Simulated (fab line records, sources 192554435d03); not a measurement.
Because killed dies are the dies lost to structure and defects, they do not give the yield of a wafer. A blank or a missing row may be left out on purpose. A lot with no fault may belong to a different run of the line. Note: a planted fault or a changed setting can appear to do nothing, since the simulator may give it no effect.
Struck lot and sound lot, side by side | flow n5-finfet | 37 out of 1938 route steps
Sound: wafers L263.2, L263.3, L263.4. Wafers struck: L275.1, L275.2, L275.5. The cause is named last.
Each step with rows lists, per side, the tool, then ch with its chambers, then its first start. Under that, the readings that differ: sound wafers | struck wafers | difference of the means | sigmas: that difference in standard deviations of wafers without a fault.
alike: readings whose means differ by less than 2 such deviations, and words and numbers that are the same on both sides. not compared: withheld readings, readings that some wafer has no value for, bounds like >300 that may hide the same value, and numbers for which the record gives no deviation and whose values overlap.
A row with sigmas, a row that says differs or no value, or rows on one side alone: a step with any of these is where the two part. Numbers that don't overlap but have no deviation are shown without sigmas and don't part them. Lack of a reading on every wafer of one side parts them only where that side has two or more wafers.

first, 9 steps without rows for these wafers: N5_BEOL_M4_ANNEAL_95 (time 240 s); N5_BEOL_M4_SPUTTER_96 (material Cu, target thk 4.5 nm, time 8.29 s); N5_BEOL_M4_ECD_50 (material Cu, target thk 300 nm); N5_BEOL_M4_ANNEAL_51 (time 90 s); N5_BEOL_M4_CMP_52 (polishes, stops on SiOC, t overpolish 6.8 s, target thk 40 nm); N5_BEOL_M4_PRE_CLEAN_60 (time 15 s); N5_BEOL_M4_CO_CAP_55 (material Co, precursor CCTBA/H2, target thk 2 nm, time 102.1 s); N5_BEOL_M4_PRE_CLEAN_56 (time 15 s); N5_BEOL_M4_DEP_57 (deposits SiCN from 3MS/NH3, target thk 8 nm, time 14 s).
N5_BEOL_M4_RC_MEAS_101:
  sound on prober-02 ch 0, day 9 16:38; struck on prober-02 ch 0, day 12 20:28
  reading        | sound                | struck               | difference | sigmas
  IOFF_P (nA/um) | 0.233 0.209 0.235    | 0.175 0.190 0.178    | -0.045     | -2
  VT_P (mV)      | -245.3 -247.5 -247.8 | -250.0 -253.9 -252.1 | -5.1       | -2
  alike: DIBL_N, DIBL_P, IOFF_N, ION_N, ION_P, SS_N, SS_P, VT_N
then, 24 steps without rows for these wafers: N5_BEOL_M5_ILD_DEP_00 (deposits SiCOH lowk from DEMS/porogen, target thk 140.64 nm, time 25.9 s); N5_BEOL_M5_CURE_79 (cures SiCOH lowk, time 240 s); N5_BEOL_M5_PECVD_70 (deposits SiO2 from TEOS/O2, target thk 16 nm, time 18 s); N5_BEOL_M5_HM_DEP_02 (deposits TiN, target thk 20 nm); N5_BEOL_M5_COAT_59 (time 60 s, resist thk 60 nm); N5_BEOL_M5_COAT_60 (time 60 s, resist thk 12 nm); N5_BEOL_M5_COAT_71 (time 60 s, resist thk 5 nm); N5_BEOL_M5_COAT_05 (resist thk 30 nm); N5_BEOL_M5_EBR_07; N5_BEOL_M5_SOFTBAKE_06 (time 60 s); N5_BEOL_M5_EXPOSE_08 (exposes mask M5, target cd 28 nm); N5_BEOL_M5_PEB_09 (peb time 60 s); N5_BEOL_M5_DEVELOP_10 (develop time 30 s); N5_BEOL_M5_DESCUM_16 (chemistry O2, time 7 s); N5_BEOL_M5_ETCH_72 (etches underlayer in N2/H2, target depth 6.5 nm, time 5.2 s); N5_BEOL_M5_ETCH_61 (etches SiARC in CF4, target depth 15.6 nm, time 26 s); N5_BEOL_M5_ETCH_62 (etches SOC in N2/H2, target depth 75 nm, overetch 15 nm, time 112.5 s); N5_BEOL_M5_STRIP_63 (strips in N2/H2); N5_BEOL_M5_STRIP_73 (strips in N2/H2); N5_BEOL_M5_STRIP_64 (strips in CF4); N5_BEOL_M5_HM_OPEN_17 (chemistry Cl2/BCl3, target TiN, target depth 20 nm, overetch 6 nm); N5_BEOL_M5_STRIP_19 (strips in O2); N5_BEOL_M5_COAT_65 (time 60 s, resist thk 60 nm); N5_BEOL_M5_COAT_66 (time 60 s, resist thk 12 nm).
-- the record jumps here: 2 days lie between the struck wafers' starts before and after (it left off in module BEOL_M5 and takes up again in module BEOL_M10, whose first step shown is number 1526 of the route) --
N5_BEOL_M10_CVD_75: deposits Co from CCTBA/H2, target thk 2 nm, time 138.9 s.
  sound on cvd-co-02 ch 1,2, day 12 00:20; struck on cvd-co-02 ch 0,2, day 15 01:32
  no value came back on the struck wafers for chamber-pressure-Torr (Torr), run-length-s (s); on the sound wafers chamber-pressure-Torr (Torr) reads 29.99 29.97 29.97
N5_BEOL_M10_CMP_52: polishes, stops on SiCOH lowk, t overpolish 7 s, target thk 140 nm.
  sound on cmp-01 ch 0,1,3, day 12 01:07; struck on cmp-02 ch 0,3, day 15 03:44
  reading                      | sound          | struck         | difference | sigmas
  barrier-field-endpoint-s (s) | 28.5 28.4 28.9 | 26.9 27.2 26.3 | -1.8       | -3
  alike: head-pressure-psi, motor-current-A, platen-rpm, slurry-flow-ml-min
-- a jump in the record: the struck wafers' starts before and after are 2 days apart (it breaks off in module BEOL_M10 and resumes in module PASSIVATION, where the first step shown is number 1936 of the route) --
N5_PASSIVATION_PROBE_49:
  sound on prober-02, day 14 05:49; struck on prober-01, day 17 10:08
  reading                  | sound          | struck         | difference | sigmas
  defect-limited-yield (%) | 91.3 90.8 92.3 | 23.2 23.8 24.4 | -67.7      | -48
  killed_at_M4_up          | 7 9 14         | 850 832 841    | +831       | +99 or more
  killed-dies              | 103 108 91     | 906 899 892    | +798       | +47
  killed-on-rim            | 12 16 13       | 81 145 148     | +111       | +30
  killed-short             | 32 44 34       | 15 23 19       | -18        | -2
  sort_bin_5_function (%)  | 5.2 4.8 5.2    | 64.4 63.7 64.7 | +59.2      | +60
  sort_bin_6_memory (%)    | 3.1 3.6 2.4    | 12.4 12.5 10.7 | +8.8       | +13
  sort-n-pass              | 1077 1072 1089 | 274 281 288    | -798       | -47
  sort-yield-pct (%)       | 91.3 90.8 92.3 | 23.2 23.8 24.4 | -67.7      | -48
  alike: killed_at_M0_to_M3, killed-at-contacts, killed-at-front-end, killed-at-other, killed-open

WHERE THEY PART
Last at N5_PASSIVATION_PROBE_49 as far as this record goes, first at N5_BEOL_M4_RC_MEAS_101.

WHY: whatever the simulator had introduced
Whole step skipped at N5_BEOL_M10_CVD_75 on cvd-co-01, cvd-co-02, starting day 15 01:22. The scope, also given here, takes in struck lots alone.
